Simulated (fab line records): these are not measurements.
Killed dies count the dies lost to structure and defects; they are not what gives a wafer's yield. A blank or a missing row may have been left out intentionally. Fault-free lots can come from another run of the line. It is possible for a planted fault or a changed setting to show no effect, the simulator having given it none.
A struck lot beside a sound one / flow nand_harc / 39 out of 1159 route steps
Sound: these wafers, L459.1, L459.4, L459.5. Struck: wafers L469.1, L469.2 (left out: L469.6, a lot-mate that was not struck); the cause follows at the end.
At each step with rows: each side's tool, then ch and its chambers, then its first start. Under that, the readings that differ: sound wafers / struck wafers / difference of the means / sigmas: that difference in standard deviations of wafers without a fault.
alike: words and numbers the same on both sides, and readings whose means are apart by under 2 such deviations; not compared: readings that were withheld, readings missing a value for some wafer, numbers with overlapping values and no deviation given by the record, and bounds like >300 which may hide the same value.
Wherever a step has rows on one side only, a row that says differs or no value, or a row with sigmas, the two part there. When numbers do not overlap yet have no deviation, they are printed without sigmas and do not part them. A reading that every wafer of one side lacks parts them only if that side has two wafers or more.

first, 6 steps without rows for these wafers: NHARC_A_WL_FILL_PRECLEAN_30 (cleans in dHF, time 10 s); NHARC_A_WL_FILL_SRD_14; NHARC_A_WL_FILL_ALD_19 (deposits TiN, target thk 2 nm, pulse time 3 s, ald cycles 100); NHARC_A_WL_FILL_CVD_20 (deposits W, target thk 75 nm, time 5064 s); NHARC_A_WL_FILL_CMP_12 (polishes, t overpolish 30 s, target thk 75 nm); NHARC_A_WL_FILL_SRD_31.
NHARC_A_WL_FILL_INSPECT_15:
  sound on defect_inspect-01 at day 16 00:04; struck on defect_inspect-02 at day 18 15:28
reading=raw_defect_count; sound=276 278 330; struck=679 521; difference=+305; sigmas=+2
then, 1 step without rows for these wafers: NHARC_A_CONTACT_DEP_24 (deposits SiO2, target thk 500 nm).
NHARC_A_CONTACT_DEP_28: deposits aC, target thk 3600 nm.
  sound on acl_dep-01 ch 0, day 16 02:31; struck on acl_dep-02 ch 0, day 18 16:24
  alike: throttle_valve_pct
  not compared: susceptor_temp_C
NHARC_A_CONTACT_DEP_29: deposits SiON, target thk 70 nm.
  sound on pecvd-03 ch 0,1, day 16 04:46; struck on pecvd-04 ch 1,2, day 18 18:40
reading=chamber_pressure_Torr (Torr); sound=3.486 3.501 3.503; struck=3.495 3.533; difference=+0.017; sigmas=+2
  alike: heater_power_outer_w, heater_power_w, susceptor_temp_C
then, 10 steps without rows for these wafers: NHARC_A_CONTACT_DEHYDRATE_32 (time 120 s); NHARC_A_CONTACT_HMDS_33 (time 30 s); NHARC_A_CONTACT_COAT_34 (time 75 s); NHARC_A_CONTACT_COAT_35 (time 65 s); NHARC_A_CONTACT_COAT_36 (resist thk 90 nm); NHARC_A_CONTACT_SOFTBAKE_37 (time 55 s); NHARC_A_CONTACT_EBR_38; NHARC_A_CONTACT_EXPOSE_39 (exposes mask A CC 3); NHARC_A_CONTACT_PEB_40 (peb time 65 s); NHARC_A_CONTACT_DEVELOP_41 (develop time 35 s).
NHARC_A_CONTACT_CD_MEAS_42: the cd target is 200 nm.
  sound on cd_sem-01 ch 0, day 16 05:26; struck on cd_sem-02 ch 0, day 18 19:23
  alike: cd_nm
NHARC_A_CONTACT_OVL_MEAS_43:
  sound on overlay-02 at day 16 05:31; struck on overlay-01 at day 18 19:28
  alike: overlay_x_nm, overlay_y_nm
NHARC_A_CONTACT_INSPECT_44:
  sound on defect_inspect-01 at day 16 05:34; struck on defect_inspect-02 at day 18 19:30
  alike: raw_defect_count
NHARC_A_CONTACT_DESCUM_47: chemistry O2, time 3 s.
  sound on rie_diel-04 ch 2,3, day 16 05:37; struck on rie_diel-13 ch 1,2, day 18 19:34
  alike: drypump_motor_current_A, oes_product_au, rf_vpp_V, showerhead_plenum_p_Torr, throttle_valve_pct
  not compared: rf_hours_counter_h
then, 7 steps without rows for these wafers: NHARC_A_CONTACT_ETCH_48 (etches the open film in CF4, target depth 39 nm, time 65 s); NHARC_A_CONTACT_ETCH_49 (etches the open film in N2/H2, target depth 260 nm, time 475.3 s); NHARC_A_CONTACT_ETCH_50 (etches the open film in CF4/CHF3, target depth 84.7 nm, time 42.4 s); NHARC_A_CONTACT_ETCH_51 (etches the open film in O2/COS, target depth 3600 nm, time 936 s); NHARC_A_CONTACT_ETCH_111 (etches the open film in C4F8/O2/Ar, time 140 s, target depth 700 nm); NHARC_A_CONTACT_ETCH_112 (etches the open film in C4F8/O2/Ar, time 94 s, target depth 922 nm); NHARC_A_CONTACT_ETCH_113 (etches the open film in C4F8/O2/Ar, time 94 s, target depth 922 nm).
NHARC_A_CONTACT_ETCH_114: etches the open film in C4F8/O2/Ar, time 94 s, target depth 922 nm.
  sound on har_cap_etch-03 ch 0,1, day 16 07:16; struck on har_cap_etch-03 ch 0,1, day 18 21:14
  not compared: rf_hours_counter_h
then, 1 step without rows for these wafers: NHARC_A_CONTACT_ETCH_115 (etches the open film in C4F8/O2/Ar, time 94 s, target depth 922 nm).
NHARC_A_CONTACT_ETCH_116: etches the open film in C4F8/O2/Ar, time 94 s, target depth 922 nm.
  sound on har_cap_etch-03 ch 0,1, day 16 07:27; struck on har_cap_etch-03 ch 0,1, day 18 21:25
  not compared: rf_hours_counter_h
then, 3 steps without rows for these wafers: NHARC_A_CONTACT_ETCH_117 (etches the open film in C4F8/O2/Ar, time 94 s, target depth 922 nm); NHARC_A_CONTACT_ETCH_118 (etches the open film in C4F8/O2/Ar, time 94 s, target depth 922 nm); NHARC_A_CONTACT_ETCH_119 (etches the open film in C4F8/O2/Ar, time 94 s, target depth 922 nm).
NHARC_A_CONTACT_ETCH_120: etches the open film in C4F8/O2/Ar, time 94 s, target depth 922 nm.
  sound on har_cap_etch-03 ch 0,1, day 16 07:49; struck on har_cap_etch-03 ch 0,1, day 18 21:46
  not compared: rf_hours_counter_h
-- jump in the record: it breaks off in module A_CONTACT and resumes in module END (first step shown: number 1159 of the route), and 4 days separate the struck wafers' starts before and after --
NHARC_END_SORT_01:
  only the struck wafers appear in the record here, on prober-01 ch 0 at day 23 08:35; the sound ones have no rows

WHERE THEY PART
At NHARC_A_WL_FILL_INSPECT_15 first; at NHARC_END_SORT_01 last (within this record only).

WHY: the cause the simulator had injected
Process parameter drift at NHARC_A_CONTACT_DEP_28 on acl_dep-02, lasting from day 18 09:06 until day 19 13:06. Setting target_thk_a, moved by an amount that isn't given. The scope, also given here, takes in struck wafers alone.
